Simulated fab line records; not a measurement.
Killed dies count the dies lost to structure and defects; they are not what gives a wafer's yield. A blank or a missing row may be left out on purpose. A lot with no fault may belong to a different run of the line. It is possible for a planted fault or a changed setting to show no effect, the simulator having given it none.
Which tool is to blame? / flow nand_harc / Sampling: 12 lots, 36 wafers, 6 of 1302 route steps

## WHAT EACH GAUGE READ, for each wafer
NHARC_A_M1_CD_MEAS_09 targets a cd of 120 nm.
lot=L205; measured=day 23 18:28; on=cd_sem-01; cd_nm (nm)=119.8 119.8 119.0
lot=L208; measured=day 24 09:01; on=cd_sem-03; cd_nm (nm)=119.5 119.6 119.5
lot=L209; measured=day 24 11:10; on=cd_sem-01; cd_nm (nm)=119.9 118.7 120.2
lot=L211; measured=day 25 21:07; on=cd_sem-02; cd_nm (nm)=119.9 119.3 119.8
lot=L213; measured=day 26 19:31; on=cd_sem-01; cd_nm (nm)=119.9 119.7 119.9
lot=L216; measured=day 27 12:50; on=cd_sem-02; cd_nm (nm)=120.5 119.9 119.6
lot=L220; measured=day 30 00:22; on=cd_sem-01; cd_nm (nm)=120.2 124.8 124.5
lot=L222; measured=day 30 19:32; on=cd_sem-02; cd_nm (nm)=123.7 120.6 123.7
lot=L223; measured=day 30 20:49; on=cd_sem-01; cd_nm (nm)=119.6 120.2 119.7
lot=L224; measured=day 31 09:58; on=cd_sem-02; cd_nm (nm)=119.5 120.1 119.7
lot=L226; measured=day 32 21:49; on=cd_sem-01; cd_nm (nm)=120.7 119.9 119.8
lot=L227; measured=day 33 00:56; on=cd_sem-01; cd_nm (nm)=120.3 120.2 118.6

NHARC_A_M1_OVL_MEAS_10: pitch 240 nm.
lot=L205; measured=day 23 18:34; on=overlay-01; overlay_x_nm (nm)=-1.0 -0.9 -0.8; overlay_y_nm (nm)=-0.2 -0.4 -0.3
lot=L208; measured=day 24 09:06; on=overlay-01; overlay_x_nm (nm)=0.8 -0.7 -0.5; overlay_y_nm (nm)=-0.3 0.0 -0.2
lot=L209; measured=day 24 11:16; on=overlay-01; overlay_x_nm (nm)=-0.2 -0.1 -0.6; overlay_y_nm (nm)=0.6 0.8 0.8
lot=L211; measured=day 25 21:11; on=overlay-02; overlay_x_nm (nm)=-0.3 -0.9 -0.8; overlay_y_nm (nm)=-0.3 0.2 -0.2
lot=L213; measured=day 26 19:37; on=overlay-01; overlay_x_nm (nm)=0.9 0.3 0.6; overlay_y_nm (nm)=0.5 0.8 0.8
lot=L216; measured=day 27 12:56; on=overlay-02; overlay_x_nm (nm)=-1.0 -1.2 -0.5; overlay_y_nm (nm)=-0.3 -0.5 -0.1
lot=L220; measured=day 30 00:27; on=overlay-01; overlay_x_nm (nm)=0.4 0.0 0.2; overlay_y_nm (nm)=-0.7 -0.6 -0.6
lot=L222; measured=day 30 19:37; on=overlay-02; overlay_x_nm (nm)=0.5 0.8 1.0; overlay_y_nm (nm)=-1.5 -1.1 -0.5
lot=L223; measured=day 30 20:54; on=overlay-01; overlay_x_nm (nm)=0.1 0.6 0.8; overlay_y_nm (nm)=0.2 -0.4 0.0
lot=L224; measured=day 31 10:04; on=overlay-02; overlay_x_nm (nm)=1.1 1.4 1.5; overlay_y_nm (nm)=0.2 0.7 0.8
lot=L226; measured=day 32 21:54; on=overlay-01; overlay_x_nm (nm)=-1.3 -1.2 -0.7; overlay_y_nm (nm)=0.1 0.1 0.1
lot=L227; measured=day 33 01:01; on=overlay-01; overlay_x_nm (nm)=-1.4 -1.7 -1.3; overlay_y_nm (nm)=-0.3 -0.3 -0.7

NHARC_END_SORT_01.
lot=L211; measured=day 27 07:16; on=prober-02; defect_limited_yield (%)=87.1 86.9 88.3; killed_at_array=86 82 76; killed_at_other=1 2 0; killed_at_periphery=0 5 3; killed_dies=87 89 79; killed_open=4 3 4; killed_short=3 1 1
lot=L213; measured=day 29 01:47; on=prober-01; defect_limited_yield (%)=90.3 89.8 90.4; killed_at_array=63 65 60; killed_at_other=0 1 0; killed_at_periphery=3 3 5; killed_dies=66 69 65; killed_open=1 3 5; killed_short=3 2 0
lot=L216; measured=day 29 00:13; on=prober-02; defect_limited_yield (%)=89.1 88.8 89.1; killed_at_array=71 72 68; killed_at_other=1 2 2; killed_at_periphery=2 2 4; killed_dies=74 76 74; killed_open=4 5 3; killed_short=0 4 1
lot=L220; measured=day 31 16:16; on=prober-01; defect_limited_yield (%)=85.5; killed_at_array=93; killed_at_other=0; killed_at_periphery=5; killed_dies=98; killed_open=3; killed_short=3
lot=L222; measured=day 32 13:49; on=prober-01; defect_limited_yield (%)=90.8 90.8 91.0; killed_at_array=61 60 60; killed_at_other=0 0 0; killed_at_periphery=1 2 1; killed_dies=62 62 61; killed_open=5 3 4; killed_short=2 3 2
lot=L223; measured=day 32 04:24; on=prober-01; defect_limited_yield (%)=86.9 87.6 89.2; killed_at_array=89 81 73; killed_at_other=0 0 0; killed_at_periphery=0 3 0; killed_dies=89 84 73; killed_open=5 0 3; killed_short=1 3 3
lot=L226; measured=day 34 09:10; on=prober-02; defect_limited_yield (%)=89.5 91.0 91.4; killed_at_array=66 57 57; killed_at_other=3 0 1; killed_at_periphery=2 4 0; killed_dies=71 61 58; killed_open=3 2 0; killed_short=2 3 2

## EACH LOT AND THE TOOL THAT RAN IT (in order: tool; ch and the chambers of the sampled wafers; start)
lot=L205; NHARC_A_M0_CMP_23=cmp-01 ch 0,1,3, day 23 16:44; NHARC_A_M1_PEB_07=litho_track-01 ch 0, day 23 18:24; NHARC_A_M1_ETCH_35=rie_diel-13 ch 1,2, day 23 18:46
lot=L208; NHARC_A_M0_CMP_23=cmp-01 ch 1,2, day 24 07:02; NHARC_A_M1_PEB_07=litho_track-06 ch 0, day 24 08:56; NHARC_A_M1_ETCH_35=rie_diel-08 ch 1,2,3, day 24 09:17
lot=L209; NHARC_A_M0_CMP_23=cmp-01 ch 1,3, day 24 09:08; NHARC_A_M1_PEB_07=litho_track-06 ch 0, day 24 11:05; NHARC_A_M1_ETCH_35=rie_diel-13 ch 2,3, day 24 11:27
lot=L211; NHARC_A_M0_CMP_23=cmp-02 ch 0,3, day 25 19:16; NHARC_A_M1_PEB_07=litho_track-01 ch 0, day 25 21:02; NHARC_A_M1_ETCH_35=rie_diel-13 ch 0,2,3, day 25 21:23
lot=L213; NHARC_A_M0_CMP_23=cmp-02 ch 0,3, day 26 17:39; NHARC_A_M1_PEB_07=litho_track-04 ch 0, day 26 19:26; NHARC_A_M1_ETCH_35=rie_diel-08 ch 1,3, day 26 19:52
lot=L216; NHARC_A_M0_CMP_23=cmp-01 ch 1,2,3, day 27 11:03; NHARC_A_M1_PEB_07=litho_track-04 ch 0, day 27 12:46; NHARC_A_M1_ETCH_35=rie_diel-08 ch 0,1,3, day 27 13:07
lot=L220; NHARC_A_M0_CMP_23=cmp-04 ch 2,3, day 29 22:31; NHARC_A_M1_PEB_07=litho_track-04 ch 0, day 30 00:17; NHARC_A_M1_ETCH_35=rie_diel-08 ch 0,2,3, day 30 00:39
lot=L222; NHARC_A_M0_CMP_23=cmp-02 ch 0,2,3, day 30 17:39; NHARC_A_M1_PEB_07=litho_track-04 ch 0, day 30 19:27; NHARC_A_M1_ETCH_35=rie_diel-13 ch 1,2,3, day 30 19:48
lot=L223; NHARC_A_M0_CMP_23=cmp-04 ch 0,1,3, day 30 18:56; NHARC_A_M1_PEB_07=litho_track-06 ch 0, day 30 20:44; NHARC_A_M1_ETCH_35=rie_diel-13 ch 1,3, day 30 21:05
lot=L224; NHARC_A_M0_CMP_23=cmp-02 ch 0,1,3, day 31 08:17; NHARC_A_M1_PEB_07=litho_track-01 ch 0, day 31 09:53; NHARC_A_M1_ETCH_35=rie_diel-13 ch 0,1, day 31 10:14
lot=L226; NHARC_A_M0_CMP_23=cmp-02 ch 1,2, day 32 20:00; NHARC_A_M1_PEB_07=litho_track-01 ch 0, day 32 21:44; NHARC_A_M1_ETCH_35=rie_diel-13 ch 0,1,2, day 32 22:06
lot=L227; NHARC_A_M0_CMP_23=cmp-01 ch 0,1,3, day 32 23:05; NHARC_A_M1_PEB_07=litho_track-06 ch 0, day 33 00:51; NHARC_A_M1_ETCH_35=rie_diel-13 ch 0,1,3, day 33 01:12
- NHARC_A_M0_CMP_23: polishes, t overpolish 20 s, target thk 113.75 nm.
- NHARC_A_M1_PEB_07: peb time 65 s.
- NHARC_A_M1_ETCH_35: etches the open film in N2/H2, target depth 40 nm, overetch 12 nm, time 43.94 s.

## AS READ BY THE TOOLS THEMSELVES (means over the sampled wafers that have a number; for cases with no such wafer, the mark the record gives instead)
NHARC_A_M0_CMP_23.
lot=L205; tool=cmp-01; motor_current_A (A)=12.5; time_to_endpoint_s (s)=32.1
lot=L208; tool=cmp-01; motor_current_A (A)=12.2; time_to_endpoint_s (s)=28.8
lot=L209; tool=cmp-01; motor_current_A (A)=11.8; time_to_endpoint_s (s)=31.0
lot=L211; tool=cmp-02; motor_current_A (A)=10.7; time_to_endpoint_s (s)=27.2
lot=L213; tool=cmp-02; motor_current_A (A)=10.8; time_to_endpoint_s (s)=30.9
lot=L216; tool=cmp-01; motor_current_A (A)=11.9; time_to_endpoint_s (s)=25.7
lot=L220; tool=cmp-04; motor_current_A (A)=10.7; time_to_endpoint_s (s)=29.9
lot=L222; tool=cmp-02; motor_current_A (A)=11.4; time_to_endpoint_s (s)=30.2
lot=L223; tool=cmp-04; motor_current_A (A)=10.9; time_to_endpoint_s (s)=28.2
lot=L224; tool=cmp-02; motor_current_A (A)=11.2; time_to_endpoint_s (s)=29.6
lot=L226; tool=cmp-02; motor_current_A (A)=10.9; time_to_endpoint_s (s)=26.4
lot=L227; tool=cmp-01; motor_current_A (A)=12.8; time_to_endpoint_s (s)=28.2

NHARC_A_M1_ETCH_35.
lot=L205; tool=rie_diel-13; drypump_motor_current_A (A)=6.1; n2_flow_sccm (sccm)=149.6; oes_product_au (a.u.)=0.999; rf_vpp_V (V)=431.9; showerhead_plenum_p_Torr (Torr)=2.06; throttle_valve_pct (%)=14.168
lot=L208; tool=rie_diel-08; drypump_motor_current_A (A)=5.4; n2_flow_sccm (sccm)=150.1; oes_product_au (a.u.)=1.000; rf_vpp_V (V)=429.7; showerhead_plenum_p_Torr (Torr)=2.00; throttle_valve_pct (%)=14.169
lot=L209; tool=rie_diel-13; drypump_motor_current_A (A)=5.9; n2_flow_sccm (sccm)=150.5; oes_product_au (a.u.)=0.998; rf_vpp_V (V)=432.8; showerhead_plenum_p_Torr (Torr)=2.12; throttle_valve_pct (%)=14.177
lot=L211; tool=rie_diel-13; drypump_motor_current_A (A)=5.7; n2_flow_sccm (sccm)=149.2; oes_product_au (a.u.)=0.994; rf_vpp_V (V)=429.8; showerhead_plenum_p_Torr (Torr)=2.05; throttle_valve_pct (%)=14.179
lot=L213; tool=rie_diel-08; drypump_motor_current_A (A)=5.2; n2_flow_sccm (sccm)=150.1; oes_product_au (a.u.)=1.001; rf_vpp_V (V)=430.3; showerhead_plenum_p_Torr (Torr)=2.02; throttle_valve_pct (%)=14.162
lot=L216; tool=rie_diel-08; drypump_motor_current_A (A)=5.6; n2_flow_sccm (sccm)=150.0; oes_product_au (a.u.)=0.996; rf_vpp_V (V)=430.6; showerhead_plenum_p_Torr (Torr)=2.01; throttle_valve_pct (%)=14.171
lot=L220; tool=rie_diel-08; drypump_motor_current_A (A)=5.6; n2_flow_sccm (sccm)=150.3; oes_product_au (a.u.)=1.005; rf_vpp_V (V)=429.3; showerhead_plenum_p_Torr (Torr)=2.02; throttle_valve_pct (%)=14.178
lot=L222; tool=rie_diel-13; drypump_motor_current_A (A)=5.9; n2_flow_sccm (sccm)=150.0; oes_product_au (a.u.)=0.996; rf_vpp_V (V)=431.5; showerhead_plenum_p_Torr (Torr)=2.08; throttle_valve_pct (%)=14.177
lot=L223; tool=rie_diel-13; drypump_motor_current_A (A)=5.7; n2_flow_sccm (sccm)=149.9; oes_product_au (a.u.)=0.997; rf_vpp_V (V)=432.0; showerhead_plenum_p_Torr (Torr)=2.07; throttle_valve_pct (%)=14.166
lot=L224; tool=rie_diel-13; drypump_motor_current_A (A)=5.9; n2_flow_sccm (sccm)=150.1; oes_product_au (a.u.)=1.007; rf_vpp_V (V)=428.5; showerhead_plenum_p_Torr (Torr)=1.99; throttle_valve_pct (%)=14.166
lot=L226; tool=rie_diel-13; drypump_motor_current_A (A)=5.9; n2_flow_sccm (sccm)=149.9; oes_product_au (a.u.)=1.004; rf_vpp_V (V)=429.6; showerhead_plenum_p_Torr (Torr)=2.02; throttle_valve_pct (%)=14.170
lot=L227; tool=rie_diel-13; drypump_motor_current_A (A)=5.7; n2_flow_sccm (sccm)=149.8; oes_product_au (a.u.)=0.995; rf_vpp_V (V)=430.6; showerhead_plenum_p_Torr (Torr)=2.01; throttle_valve_pct (%)=14.170

## THE ANSWER, worked out from the rows above alone
Rule: what is usual is taken from the lots themselves. The widest of any qualifying gaps counts: lots, ordered by their means at a reading, are off when they make up no more than a third of the lots, leave a main group of 4 or more, and stand apart from it by 3 or more times the standard deviation of that group's means. The tables above print the reading to a certain number of digits; a main group whose means all agree to those digits is not used. A lot without any number at a reading at which 4 lots or more have one is off too. Any other lot the step has rows for is counted as sound. Order of review: gauges by route order, followed by the tools' own readings, for which a lot's mean as printed above is used. At the first step where some lot is off, the reading lying furthest off is the one used; lots without a number count as furthest.
Off: L220, L222, at NHARC_A_M1_CD_MEAS_09 (cd_nm). The main group: mean 119.8 nm, standard deviation 0.19.
A tool fits if, at a process step before that reading, it ran every lot that is off, and no sound lot after the first of them. Those tools and the gauges at NHARC_A_M1_CD_MEAS_09 are tried in the same way. One candidate fits, namely litho_track-04 at NHARC_A_M1_PEB_07. A fault onset in the window from L216 (day 27 12:46, its last sound lot) to L220 (day 30 00:17, its first lot off) fits.

## WHAT THE SIMULATOR HAD INSERTED
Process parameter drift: litho_track-04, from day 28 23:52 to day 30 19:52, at NHARC_A_M1_PEB_07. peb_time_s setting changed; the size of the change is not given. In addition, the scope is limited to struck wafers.
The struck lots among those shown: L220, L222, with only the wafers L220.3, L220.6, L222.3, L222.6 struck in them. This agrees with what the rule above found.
